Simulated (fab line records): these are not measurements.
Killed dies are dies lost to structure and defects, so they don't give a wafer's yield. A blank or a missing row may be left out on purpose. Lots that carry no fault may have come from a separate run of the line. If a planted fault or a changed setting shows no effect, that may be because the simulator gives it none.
fab line records | flow nandHarc
record lots=24 wafers=72 lastDay=26
route steps=1159 shown P_CONTACT@252 P_M0@274 P_M1@298 P_M2@332
lots that met no fault: taken from a fault-free run of the same line
startH: start of the lot's first displayed wafer, in hours after the record's first day | waitH: time in hours since the lot's previous step | " the same as in the row above | L1.1+2: one row covering several wafers at once | - either no value or no given start | * or withheld: withheld | < > ~ a bound
route shown NAME@n: names a module that has steps shown in the file, with the first one's number in the route | usual: mean/standard deviation taken from wafers without a fault | same: alike in all rows | chamber/n: place in a boat | sites: readings site by site | _std_site: how widely they spread, as a standard deviation | _edge_site: mean of outer sites minus mean of inner sites | radiusMm: for every site, how far away it sits from the centre of the wafer | mask NAME#n: copy n | behind: the tool/chamber that last shaped the wafer | hold: what put the lot on hold/how long, in hours/how the hold closed | device: whichever transistor did not switch (one of n, p or np) | end of line: tests of these same wafers at the route's end | where a step has no rows: the recipe by itself | killed: at the first sort, the dies lost to defects and structure; wafer yield is something else | map: a wafer's dies, x killed, . not, _ none there
set.NAME: the run value of the setting; set.NAME@STEP: its run value at that earlier step | model.NAME: the simulator's own value behind a step, which no gauge read
steps of the route over a sample of lots; a table a step, a row a wafer
services: the hour from which a tool's chamber was out of use, counted from the record's first day as startH (under 0 if before that day), plus the number of hours and why
## steps
# step NHARC_P_CONTACT_INSPECT_27
# usual rawDefectCount=305/120
# columns lot.wafer tool chamber startH waitH rawDefectCount
L074.3 defectInspect-01 - 113.73 0.1 300
L074.4 " - " " 322
L074.5 " - " " 340
L075.3 defectInspect-01 - 125.32 0.1 233
L075.4 " - " " 201
L075.5 " - " " 208
L076.1 defectInspect-02 - 128.69 0.1 243
L076.3 " - " " 256
L076.4 " - " " 366
L077.1 defectInspect-01 - 133.61 0.1 170
L077.2 " - " " 267
L077.5 " - " " 319
L078.1 defectInspect-01 - 135.63 0.1 162
L078.2 " - " " 370
L078.4 " - " " 292
L080.2 defectInspect-02 - 151.42 0.1 231
L080.3 " - " " 178
L080.5 " - " " 200
L079.2 defectInspect-01 - 151.95 0.1 311
L079.4 " - " " 342
L079.5 " - " " 388
L081.4 defectInspect-02 - 161.73 0.1 273
L081.5 " - " " 180
L081.6 " - " " 253
L082.3 defectInspect-02 - 165.31 0.1 427
L082.5 " - " " 294
L082.6 " - " " 293
L083.2 defectInspect-01 - 169.81 0.1 226
L083.3 " - " " 198
L083.4 " - " " 257
L084.2 defectInspect-02 - 170.35 0.1 172
L084.4 " - " " 227
L084.6 " - " " 333
L087.2 defectInspect-02 - 190.60 0.1 149
L087.4 " - " " 348
L087.6 " - " " 256
L085.2 defectInspect-02 - 191.89 0.1 511
L085.4 " - " " 386
L085.6 " - " " 429
L086.2 defectInspect-01 - 192.19 0.1 335
L086.3 " - " " 367
L086.6 " - " " 295
L089.2 defectInspect-02 - 202.33 0.1 147
L089.4 " - " " 228
L089.5 " - " " 321
L088.1 defectInspect-02 - 207.14 0.1 317
L088.2 " - " " 502
L088.5 " - " " 704
L090.2 defectInspect-02 - 218.32 0.1 533
L090.5 " - " " 498
L090.6 " - " " 487
L092.1 defectInspect-02 - 222.46 0.1 439
L092.3 " - " " 405
L092.4 " - " " 412
L091.2 defectInspect-01 - 223.00 0.1 167
L091.3 " - " " 255
L091.6 " - " " 348
L093.1 defectInspect-02 - 232.98 0.1 237
L093.2 " - " " 734
L093.5 " - " " 341
L094.1 defectInspect-02 - 233.52 0.1 291
L094.2 " - " " 210
L094.3 " - " " 242
L095.2 defectInspect-02 - 236.54 0.1 430
L095.3 " - " " 408
L095.6 " - " " 425
L097.2 defectInspect-02 - 251.33 0.1 242
L097.4 " - " " 368
L097.6 " - " " 159
L096.2 defectInspect-01 - 252.54 0.1 219
L096.3 " - " " 107
L096.6 " - " " 152
# step NHARC_P_M0_PVD_20
# recipe targetThkA=50 biasV=168.6 powerW=15000 chamberPressurePa=0.12 timeS=8.06 substrateTempC=50 material=TaN
# usual throttleValvePct=29.4/1
# columns lot.wafer tool chamber startH waitH throttleValvePct
L074.4 pvdSputter-02 - - - 28.1
L074.3 " - " " 28.4
L074.5 " - " " 27.8
L075.4 pvdSputter-01 - - - 29.0
L075.3 " - " " 30.2
L075.5 " - " " 28.6
L076.1 pvdSputter-03 - - - 29.7
L076.4 " - " " 30.2
L076.3 " - " " 28.6
L077.2 pvdSputter-01 - - - 28.8
L077.1 " - " " 31.2
L077.5 " - " " 28.6
L078.1 pvdSputter-02 - - - 28.6
L078.4 " - " " 27.8
L078.2 " - " " 28.3
L080.2 pvdSputter-02 - - - 28.2
L080.3 " - " " 28.7
L080.5 " - " " 28.2
L079.4 pvdSputter-01 - - - 28.8
L079.2 " - " " 30.5
L079.5 " - " " 28.9
L081.4 pvdSputter-03 - - - 28.8
L081.6 " - " " 29.8
L081.5 " - " " 30.2
L082.3 pvdSputter-02 - - - 28.4
L082.6 " - " " 27.9
L082.5 " - " " 28.3
L083.4 pvdSputter-03 - - - 29.6
L083.2 " - " " 30.1
L083.3 " - " " 28.7
L084.2 pvdSputter-01 - - - 29.7
L084.4 " - " " 29.7
L084.6 " - " " 31.3
L087.2 pvdSputter-03 - - - 28.8
L087.4 " - " " 30.3
L087.6 " - " " 28.8
L085.2 pvdSputter-02 - - - 28.4
L085.4 " - " " 28.5
L085.6 " - " " 28.3
L086.2 pvdSputter-01 - - - 29.7
L086.3 " - " " 29.8
L086.6 " - " " 29.7
L089.4 pvdSputter-02 - - - 28.2
L089.2 " - " " 28.1
L089.5 " - " " 27.9
L088.1 pvdSputter-03 - - - 29.8
L088.2 " - " " 28.8
L088.5 " - " " 30.4
L090.2 pvdSputter-03 - - - 30.9
L090.6 " - " " 29.8
L090.5 " - " " 30.4
L092.4 pvdSputter-02 - - - 29.4
L092.3 " - " " 28.3
L092.1 " - " " 28.6
L091.2 pvdSputter-02 - - - 28.7
L091.3 " - " " 28.2
L091.6 " - " " 28.9
L093.1 pvdSputter-02 - - - 28.2
L093.2 " - " " 29.0
L093.5 " - " " 28.8
L094.3 pvdSputter-02 - - - 29.1
L094.1 " - " " 28.4
L094.2 " - " " 28.8
L095.3 pvdSputter-01 - - - 29.5
L095.2 " - " " 29.9
L095.6 " - " " 29.5
L097.4 pvdSputter-01 - - - 31.2
L097.2 " - " " 29.8
L097.6 " - " " 29.7
L096.2 pvdSputter-01 - - - 31.5
L096.3 " - " " 29.7
L096.6 " - " " 30.0
# step NHARC_P_M1_DESCUM_14
# recipe timeS=3 o2FlowSccm=200 arFlowSccm=0 biasPowerW=0 chemistry=O2
# usual drypumpMotorCurrentA=5.8/0.42 oesProductAu=1.004/0.01 rfVppV=57.7/0.9 showerheadPlenumPTorr=1.92/0.1 throttleValvePct=11.311/0.009
# columns lot.wafer tool chamber startH waitH drypumpMotorCurrentA oesProductAu rfHoursCounterH rfVppV showerheadPlenumPTorr throttleValvePct
L074.4 rieDiel-08 2 118.98 0.1 5.2 1.001 - 58.2 1.97 11.304
L074.3 " 1 " " 5.6 0.989 - 58.9 2.06 11.322
L074.5 " 2 " " 5.3 0.993 - 58.5 1.97 11.311
L075.3 rieDiel-04 2 130.40 0.1 5.8 1.004 0 56.8 1.82 11.312
L075.4 " 1 " " 6.5 1.012 0 57.4 1.79 11.313
L075.5 " 3 " " 5.1 1.011 - 57.6 1.91 11.315
L076.3 rieDiel-10 1 133.62 0.1 5.7 1.016 10 57.2 2.02 11.309
L076.1 " 2 " " 5.3 1.013 9 58.6 2.00 11.311
L076.4 " 3 " " 6.2 1.001 12 55.8 1.79 11.311
L077.1 rieDiel-04 0 138.64 0.1 6.0 0.998 1 56.8 1.88 11.325
L077.2 " 1 " " 6.5 1.024 1 57.3 1.79 11.312
L077.5 " 1 " " 6.5 1.012 - 58.0 1.79 11.301
L078.2 rieDiel-10 3 140.81 0.1 6.2 1.009 12 57.4 1.79 11.304
L078.1 " 2 " " 5.3 1.010 9 56.3 2.00 11.296
L078.4 " 2 " " 5.3 1.018 - 58.6 2.00 11.322
L080.2 rieDiel-04 1 156.73 0.1 6.5 1.014 2 56.6 1.79 11.305
L080.3 " 2 " " 5.8 0.995 2 56.1 1.82 11.329
L080.5 " 2 " " 5.8 0.990 - 58.5 1.82 11.298
L079.2 rieDiel-08 1 156.93 0.1 5.5 0.999 1 60.2 2.06 11.308
L079.4 " 0 " " 5.8 1.000 - 58.5 2.03 11.323
L079.5 " 2 " " 5.2 1.008 - 57.7 1.97 11.304
L081.5 rieDiel-08 1 167.02 0.1 5.6 0.985 - 57.9 2.06 11.304
L081.4 " 2 " " 5.3 0.999 - 57.5 1.97 11.316
L081.6 " 0 " " 5.9 1.009 - 57.9 2.03 11.314
L082.3 rieDiel-04 0 170.67 0.1 6.0 1.003 2 57.3 1.88 11.284
L082.5 " 1 " " 6.4 1.024 - 58.0 1.79 11.317
L082.6 " 2 " " 5.8 1.010 - 57.7 1.82 11.311
L083.4 rieDiel-04 0 175.09 0.1 6.0 1.009 3 57.1 1.88 11.316
L083.3 " 1 " " 6.5 1.030 3 56.3 1.79 11.308
L083.2 " 2 " " 5.8 0.994 3 56.5 1.82 11.308
L084.2 rieDiel-10 1 175.45 0.1 5.7 1.012 13 57.7 2.02 11.295
L084.6 " 2 " " 5.3 1.000 - 57.0 2.00 11.317
L084.4 " 1 " " 5.7 1.009 - 58.3 2.02 11.323
L087.2 rieDiel-04 3 195.49 0.1 5.1 0.994 5 58.1 1.91 11.313
L087.6 " 3 " " 5.1 0.997 - 57.6 1.91 11.316
L087.4 " 2 " " 5.8 0.991 - 57.4 1.82 11.319
L085.4 rieDiel-10 3 197.07 0.1 6.1 1.008 2 58.4 1.79 11.309
L085.2 " 1 " " 5.7 1.008 1 57.9 2.02 11.323
L085.6 " 3 " " 6.1 1.012 - 57.6 1.79 11.293
L086.2 rieDiel-10 2 197.82 0.1 5.3 1.016 2 58.0 2.00 11.311
L086.3 " 3 " " 6.1 1.007 2 58.0 1.79 11.302
L086.6 " 2 " " 5.3 1.016 - 58.5 2.00 11.292
L089.2 rieDiel-10 2 207.66 0.1 5.3 1.013 2 57.3 2.00 11.311
L089.4 " 0 " " 6.2 0.995 - 58.1 2.03 11.315
L089.5 " 2 " " 5.3 1.019 - 58.3 2.00 11.324
L088.1 rieDiel-10 2 212.29 0.1 5.3 1.025 2 58.1 2.00 11.311
L088.2 " 3 " " 6.1 1.008 2 56.2 1.79 11.324
L088.5 " 2 " " 5.3 1.038 - 57.8 2.00 11.326
L090.2 rieDiel-08 0 223.49 0.1 5.9 0.996 2 57.0 2.03 11.311
L090.5 " 2 " " 5.2 1.003 - 58.3 1.97 11.332
L090.6 " 3 " " 5.5 0.993 - 57.1 1.80 11.311
L092.1 rieDiel-08 2 227.59 0.1 5.2 1.012 3 57.0 1.97 11.298
L092.4 " 3 " " 5.6 0.994 2 57.8 1.80 11.317
L092.3 " 0 " " 5.9 0.997 3 57.9 2.03 11.303
L091.2 rieDiel-08 1 228.15 0.1 5.5 0.988 3 58.2 2.06 11.312
L091.3 " 2 " " 5.3 1.016 3 58.0 1.97 11.314
L091.6 " 0 " " 5.8 1.001 - 57.4 2.03 11.305
L093.1 rieDiel-04 0 238.04 0.1 6.0 1.005 7 57.1 1.88 11.314
L093.2 " 1 " " 6.5 1.015 6 56.7 1.79 11.317
L093.5 " 0 " " 6.0 0.997 - 57.7 1.88 11.306
L094.1 rieDiel-04 2 238.98 0.1 5.8 1.002 7 56.4 1.82 11.305
L094.2 " 0 " " 6.0 1.010 7 58.7 1.88 11.313
L094.3 " 1 " " 6.5 1.016 6 57.0 1.79 11.332
L095.2 rieDiel-04 1 241.56 0.1 6.5 1.021 6 58.5 1.79 11.311
L095.3 " 0 " " 6.0 1.007 7 58.4 1.88 11.311
L095.6 " 0 " " 6.0 0.993 - 56.5 1.88 11.318
L097.2 rieDiel-08 2 256.55 0.1 5.2 1.026 3 57.8 1.97 11.301
L097.4 " 2 " " 5.2 1.017 - 58.6 1.97 11.313
L097.6 " 1 " " 5.6 0.998 - 59.2 2.05 11.313
L096.2 rieDiel-10 2 257.78 0.1 5.3 0.999 6 58.1 2.00 11.301
L096.3 " 0 " " 6.2 1.003 6 57.2 2.03 11.314
L096.6 " 1 " " 5.7 1.004 - 58.6 2.01 11.308
# step NHARC_P_M2_ETCH_35
# recipe targetDepthA=400 overetchA=120 timeS=43.94 ionEnergyEv=200 n2FlowSccm=150 h2FlowSccm=150 arFlowSccm=0 rfW=400 biasW=150 chemistry=N2/H2
# usual drypumpMotorCurrentA=5.7/0.31 oesProductAu=1.001/0.0083 rfFwdPowerW=395.7/1.5 rfVppV=430.6/1.8 showerheadPlenumPTorr=2.04/0.058 throttleValvePct=14.172/0.0086
# columns lot.wafer tool chamber startH waitH drypumpMotorCurrentA oesProductAu rfFwdPowerW rfHoursCounterH rfVppV showerheadPlenumPTorr throttleValvePct
L074.3 rieDiel-03 2 123.46 0.1 5.3 0.998 397.9 3 428.6 1.98 14.178
L074.4 " 3 " " 5.9 0.993 395.7 3 431.9 2.09 14.167
L074.5 " 1 " " 5.7 0.991 397.3 - 428.9 2.02 14.180
L075.4 rieDiel-01 2 134.65 0.1 5.1 0.999 393.9 31 427.7 1.99 14.164
L075.3 " 0 " " 5.7 0.990 395.7 27 430.7 2.04 14.154
L075.5 " 1 " " 5.4 0.996 396.7 - 433.5 2.15 14.174
L076.4 rieDiel-03 3 137.90 0.1 5.9 0.992 395.7 3 433.4 2.09 14.184
L076.3 " 0 " " 5.6 0.989 393.6 3 430.2 2.12 14.186
L076.1 " 1 " " 5.6 0.983 398.5 3 430.3 2.02 14.182
L077.2 rieDiel-03 0 142.83 0.1 5.6 0.993 397.0 4 432.5 2.12 14.160
L077.1 " 2 " " 5.4 0.993 397.7 3 430.7 1.98 14.178
L077.5 " 1 " " 5.7 1.001 395.4 - 428.6 2.02 14.159
L078.1 rieDiel-12 3 145.14 0.1 5.9 0.983 395.3 34 428.5 1.99 14.160
L078.2 " 0 " " 6.7 0.995 395.9 33 429.4 2.03 14.152
L078.4 " 1 " " 5.4 0.998 396.2 39 432.4 2.10 14.161
L080.2 rieDiel-12 2 160.97 0.1 5.6 1.012 394.4 42 427.4 1.96 14.183
L080.3 " 1 " " 5.4 1.022 393.1 45 431.6 2.10 14.168
L080.5 " 3 " " 5.9 1.003 397.2 - 430.0 1.99 14.183
L079.2 rieDiel-03 1 161.44 0.2 5.7 0.999 397.8 4 429.8 2.02 14.179
L079.4 " 2 " " 5.3 0.999 393.8 4 427.5 1.98 14.175
L079.5 " 1 " " 5.8 1.001 397.9 - 429.8 2.02 14.186
L081.4 rieDiel-03 2 171.22 0.1 5.3 1.006 396.3 4 428.5 1.98 14.182
L081.6 " 0 " " 5.6 0.998 392.8 - 432.2 2.12 14.163
L081.5 " 1 " " 5.8 1.013 397.0 - 429.4 2.02 14.162
L082.3 rieDiel-03 2 174.82 0.1 5.3 1.012 397.6 5 428.3 1.98 14.175
L082.5 " 0 " " 5.6 0.993 396.6 - 432.6 2.12 14.175
L082.6 " 1 " " 5.7 0.998 396.9 - 430.4 2.02 14.175
L083.4 rieDiel-03 0 179.31 0.1 5.6 1.005 393.7 5 432.0 2.12 14.169
L083.2 " 2 " " 5.3 1.001 396.4 5 428.1 1.98 14.175
L083.3 " 3 " " 5.9 1.005 398.2 5 432.5 2.09 14.163
L084.4 rieDiel-12 1 179.79 0.1 5.4 1.005 396.1 54 432.0 2.10 14.166
L084.2 " 2 " " 5.6 1.001 394.8 52 426.8 1.95 14.160
L084.6 " 1 " " 5.3 1.007 394.5 - 433.4 2.10 14.182
L087.2 rieDiel-03 0 200.24 0.1 5.6 1.001 394.6 6 433.5 2.12 14.167
L087.4 " 1 " " 5.7 1.003 397.7 6 429.6 2.02 14.173
L087.6 " 3 " " 5.9 1.002 394.9 - 432.0 2.09 14.188
L085.2 rieDiel-03 2 201.30 0.1 5.3 1.022 395.9 5 429.3 1.98 14.172
L085.4 " 1 " " 5.7 1.014 396.8 6 430.9 2.02 14.165
L085.6 " 3 " " 5.9 1.007 395.7 - 432.5 2.09 14.167
L086.2 rieDiel-03 0 202.17 0.1 5.6 1.009 394.4 6 433.0 2.12 14.178
L086.3 " 1 " " 5.7 1.004 395.1 6 431.2 2.02 14.189
L086.6 " 3 " " 5.8 1.002 395.0 - 431.2 2.09 14.181
L089.4 rieDiel-03 1 211.85 0.1 5.7 1.002 398.7 6 429.9 2.02 14.172
L089.2 " 3 " " 5.9 1.007 395.9 6 431.8 2.09 14.170
L089.5 " 0 " " 5.6 0.997 396.0 - 432.4 2.12 14.169
L088.2 rieDiel-01 3 216.61 0.1 6.2 1.000 394.4 17 429.3 1.98 14.157
L088.1 " 0 " " 5.7 0.995 393.6 17 429.8 2.03 14.180
L088.5 " 2 " " 5.1 1.008 392.5 - 429.1 1.98 14.168
L090.2 rieDiel-01 2 227.76 0.1 5.1 1.003 394.1 20 429.8 1.98 14.168
L090.5 " 0 " " 5.7 0.999 396.0 - 429.5 2.03 14.172
L090.6 " 1 " " 5.4 1.013 395.2 - 432.7 2.14 14.153
L092.4 rieDiel-01 3 232.04 0.1 6.2 0.993 396.9 20 429.2 1.98 14.179
L092.3 " 0 " " 5.7 1.005 395.8 20 429.1 2.03 14.168
L092.1 " 1 " " 5.4 1.006 395.3 19 433.4 2.14 14.176
L091.2 rieDiel-03 1 232.52 0.1 5.7 1.006 398.2 1 430.1 2.02 14.181
L091.3 " 3 " " 5.9 0.988 396.9 1 432.7 2.09 14.175
L091.6 " 1 " " 5.7 0.998 397.3 - 430.5 2.02 14.175
L093.2 rieDiel-01 0 242.44 0.1 5.6 0.994 393.9 22 430.3 2.03 14.175
L093.1 " 1 " " 5.4 1.001 393.5 20 434.1 2.14 14.190
L093.5 " 0 " " 5.7 0.992 392.5 - 430.9 2.03 14.183
L094.2 rieDiel-03 2 243.59 0.1 5.3 1.012 396.6 1 430.7 1.98 14.165
L094.3 " 3 " " 5.8 0.991 396.3 1 431.9 2.09 14.165
L094.1 " 0 " " 5.6 0.995 395.3 1 432.6 2.12 14.163
L095.3 rieDiel-03 0 245.85 0.1 5.6 1.001 396.3 1 432.3 2.12 14.178
L095.2 " 2 " " 5.3 1.026 398.4 1 429.4 1.98 14.179
L095.6 " 0 " " 5.6 1.002 393.9 - 433.6 2.12 14.166
L097.4 rieDiel-03 3 260.85 0.1 5.9 1.006 394.7 1 432.3 2.09 14.168
L097.2 " 1 " " 5.7 1.008 397.8 1 430.4 2.02 14.176
L097.6 " 3 " " 5.9 0.993 395.3 - 432.0 2.09 14.176
L096.2 rieDiel-03 3 262.10 0.1 5.9 0.990 395.3 1 434.1 2.09 14.161
L096.3 " 0 " " 5.6 1.002 393.9 1 433.0 2.12 14.178
L096.6 " 3 " " 5.9 0.992 396.4 - 430.6 2.09 14.162
# step NHARC_P_M2_ETCH_15
# recipe targetDepthA=1825 timeS=91.2 c4f8FlowSccm=withheld arFlowSccm=400 rfW=600 biasW=300 chemistry=C4F8/Ar
# usual oesProductAu=0.947/0.022 rfFwdPowerW=596.4/2.1 rfVppV=440.9/1.8
# columns lot.wafer tool chamber startH waitH oesProductAu rfFwdPowerW rfHoursCounterH rfVppV
L074.3 rieDiel-03 3 - - 0.944 599.1 3 441.9
L074.4 " 0 " " 0.956 594.3 3 442.4
L074.5 " 3 " " 0.948 596.5 - 441.4
L075.4 rieDiel-01 3 - - 0.925 596.3 31 439.2
L075.3 " 2 " " 0.939 594.1 31 439.8
L075.5 " 3 " " 0.924 598.4 - 438.5
L076.3 rieDiel-03 0 - - 0.972 597.0 3 442.2
L076.4 " 1 " " 0.953 596.6 3 440.8
L076.1 " 2 " " 0.955 593.6 3 439.0
L077.1 rieDiel-03 3 - - 0.963 594.1 4 442.1
L077.2 " 2 " " 0.969 597.6 3 437.9
L077.5 " 3 " " 0.975 595.9 - 441.7
L078.1 rieDiel-12 3 - - 0.914 595.4 34 440.7
L078.4 " 0 " " 0.936 596.2 33 440.6
L078.2 " 2 " " 0.927 595.2 36 439.0
L080.2 rieDiel-12 1 - - 0.936 593.9 45 442.9
L080.3 " 0 " " 0.925 596.9 39 439.2
L080.5 " 2 " " 0.923 593.8 - 438.0
L079.4 rieDiel-03 1 - - 0.947 597.4 4 441.8
L079.2 " 3 " " 0.961 598.0 4 442.3
L079.5 " 2 " " 0.945 599.2 - 440.9
L081.4 rieDiel-03 1 - - 0.923 596.1 5 439.8
L081.5 " 0 " " 0.946 591.6 - 443.4
L081.6 " 1 " " 0.925 597.9 - 439.5
L082.3 rieDiel-03 0 - - 0.963 596.3 5 442.2
L082.6 " 0 " " 0.951 595.7 - 442.2
L082.5 " 1 " " 0.954 600.4 - 441.0
L083.2 rieDiel-03 1 - - 0.979 593.8 5 440.6
L083.4 " 2 " " 0.929 598.7 5 438.1
L083.3 " 0 " " 0.927 596.0 5 443.7
L084.2 rieDiel-12 0 - - 0.918 596.8 48 440.5
L084.4 " 3 " " 0.904 595.3 49 438.7
L084.6 " 0 " " 0.922 595.8 - 441.5
L087.4 rieDiel-03 3 - - 0.934 594.8 6 443.4
L087.2 " 0 " " 0.923 598.7 6 444.5
L087.6 " 3 " " 0.927 595.9 - 443.0
L085.4 rieDiel-03 3 - - 0.982 599.1 6 442.9
L085.2 " 1 " " 0.960 597.2 6 440.4
L085.6 " 3 " " 0.976 596.4 - 442.8
L086.2 rieDiel-03 1 - - 0.921 600.3 6 440.2
L086.3 " 3 " " 0.920 596.3 6 443.3
L086.6 " 0 " " 0.926 596.0 - 443.2
L089.2 rieDiel-03 1 - - 0.965 596.4 6 440.1
L089.4 " 2 " " 0.978 595.3 6 438.3
L089.5 " 1 " " 0.974 594.4 - 439.8
L088.2 rieDiel-01 2 - - 0.934 594.0 18 438.6
L088.1 " 3 " " 0.923 598.1 17 439.4
L088.5 " 3 " " 0.922 595.7 - 439.2
L090.2 rieDiel-01 3 - - 0.919 598.3 19 439.8
L090.5 " 3 " " 0.917 597.6 - 438.9
L090.6 " 0 " " 0.916 596.3 - 440.1
L092.1 rieDiel-01 0 - - 0.909 594.8 20 440.5
L092.4 " 2 " " 0.937 591.2 21 439.4
L092.3 " 3 " " 0.912 597.3 20 439.4
L091.2 rieDiel-03 1 - - 0.960 600.5 1 439.4
L091.3 " 3 " " 0.972 595.6 1 442.2
L091.6 " 1 " " 0.974 599.2 - 440.6
L093.2 rieDiel-01 0 - - 0.924 597.0 22 440.7
L093.1 " 1 " " 0.932 595.4 20 443.4
L093.5 " 3 " " 0.910 595.1 - 439.1
L094.1 rieDiel-03 3 - - 0.966 597.0 1 443.2
L094.3 " 0 " " 0.981 593.2 1 443.0
L094.2 " 2 " " 0.973 596.0 1 438.2
L095.3 rieDiel-03 0 - - 0.971 592.7 1 442.7
L095.2 " 1 " " 0.965 598.8 1 440.5
L095.6 " 0 " " 0.981 595.6 - 443.7
L097.2 rieDiel-03 3 - - 0.959 597.1 1 442.9
L097.4 " 0 " " 0.972 594.8 1 443.4
L097.6 " 1 " " 0.951 599.4 - 439.3
L096.3 rieDiel-03 3 - - 0.953 595.8 2 442.5
L096.2 " 0 " " 0.970 597.1 2 444.1
L096.6 " 1 " " 0.974 598.5 - 439.8
# step NHARC_P_M2_ANNEAL_31
# recipe tempC=225 timeS=90
# usual wafer_temp_C_max=226.36/0.28
# columns lot.wafer tool chamber startH waitH wafer_temp_C_max
L074.3 rtpAnneal-01 0 125.22 0.3 226.55
L074.4 " 0 " " 226.22
L074.5 " 0 " " 225.81
L075.3 rtpAnneal-01 0 136.43 - 226.52
L075.4 " 0 " " 226.19
L075.5 " 0 " " 226.37
L076.1 rtpAnneal-02 0 139.59 0.3 226.31
L076.3 " 0 " " 225.89
L076.4 " 0 " " 226.32
L077.1 rtpAnneal-02 0 144.57 0.4 226.43
L077.2 " 0 " " 226.62
L077.5 " 0 " " 226.48
L078.1 rtpAnneal-01 0 147.06 - 226.90
L078.2 " 0 " " 226.58
L078.4 " 0 " " 226.43
L080.2 rtpAnneal-01 0 162.76 0.4 226.45
L080.3 " 0 " " 226.23
L080.5 " 0 " " 225.94
L079.2 rtpAnneal-01 0 163.37 0.3 226.49
L079.4 " 0 " " 226.11
L079.5 " 0 " " 227.01
L081.4 rtpAnneal-01 0 173.08 - 226.49
L081.5 " 0 " " 226.38
L081.6 " 0 " " 226.65
L082.3 rtpAnneal-01 0 176.61 0.3 226.05
L082.5 " 0 " " 226.31
L082.6 " 0 " " 225.96
L083.2 rtpAnneal-01 0 181.03 0.4 226.39
L083.3 " 0 " " 225.93
L083.4 " 0 " " 226.30
L084.2 rtpAnneal-02 0 181.53 - 226.06
L084.4 " 0 " " 226.09
L084.6 " 0 " " 226.77
L087.2 rtpAnneal-01 0 201.96 - 226.65
L087.4 " 0 " " 226.10
L087.6 " 0 " " 226.71
L085.2 rtpAnneal-01 0 203.02 0.4 226.13
L085.4 " 0 " " 226.44
L085.6 " 0 " " 226.30
L086.2 rtpAnneal-01 0 203.88 0.3 226.35
L086.3 " 0 " " 226.26
L086.6 " 0 " " 226.00
L089.2 rtpAnneal-02 0 213.63 0.4 226.20
L089.4 " 0 " " 226.51
L089.5 " 0 " " 226.46
L088.1 rtpAnneal-01 0 218.43 0.3 226.32
L088.2 " 0 " " 226.21
L088.5 " 0 " " 226.13
L090.2 rtpAnneal-02 0 229.69 - 226.60
L090.5 " 0 " " 226.46
L090.6 " 0 " " 226.46
L092.1 rtpAnneal-01 0 233.75 0.4 226.45
L092.3 " 0 " " 227.14
L092.4 " 0 " " 226.58
L091.2 rtpAnneal-02 0 234.29 0.4 226.44
L091.3 " 0 " " 226.28
L091.6 " 0 " " 226.60
L093.1 rtpAnneal-01 0 244.12 0.3 226.21
L093.2 " 0 " " 226.47
L093.5 " 0 " " 226.62
L094.1 rtpAnneal-02 0 245.28 0.3 226.33
L094.2 " 0 " " 226.67
L094.3 " 0 " " 226.54
L095.2 rtpAnneal-01 0 247.59 - 226.73
L095.3 " 0 " " 226.73
L095.6 " 0 " " 226.39
L097.2 rtpAnneal-01 0 262.57 - 226.29
L097.4 " 0 " " 225.86
L097.6 " 0 " " 226.10
L096.2 rtpAnneal-02 0 263.91 - 226.28
L096.3 " 0 " " 226.80
L096.6 " 0 " " 226.43
## services
# columns tool chamber startH hours kind
rieDiel-10 0 98.53 1.6 repair
rieDiel-03 2 109.87 9.1 repair
rieDiel-04 - 112.05 9.0 pm
rieDiel-03 - 118.73 1.1 repair
pvdSputter-02 - 134.85 0.8 repair
rieDiel-10 0 136.45 6.5 repair
rieDiel-01 - 137.80 9.0 pm
rieDiel-04 0 148.56 4.5 repair
pvdSputter-01 - 158.03 10.0 pm
rieDiel-04 0 161.23 3.2 repair
rieDiel-04 3 172.35 1.7 repair
rieDiel-10 - 176.50 9.0 pm
rieDiel-04 1 189.69 10.0 repair
rieDiel-10 0 201.79 4.0 repair
rieDiel-01 3 204.20 3.6 repair
rieDiel-10 1 206.42 9.1 repair
rieDiel-10 0 213.29 6.2 repair
pvdSputter-02 - 214.00 10.0 pm
rieDiel-10 3 214.68 7.3 repair
rieDiel-03 - 215.30 9.0 pm
rieDiel-01 1 216.27 6.4 repair
pvdSputter-01 - 222.21 9.6 repair
rieDiel-04 3 234.87 9.8 repair
rieDiel-03 - 250.35 1.0 repair
## key
fault none
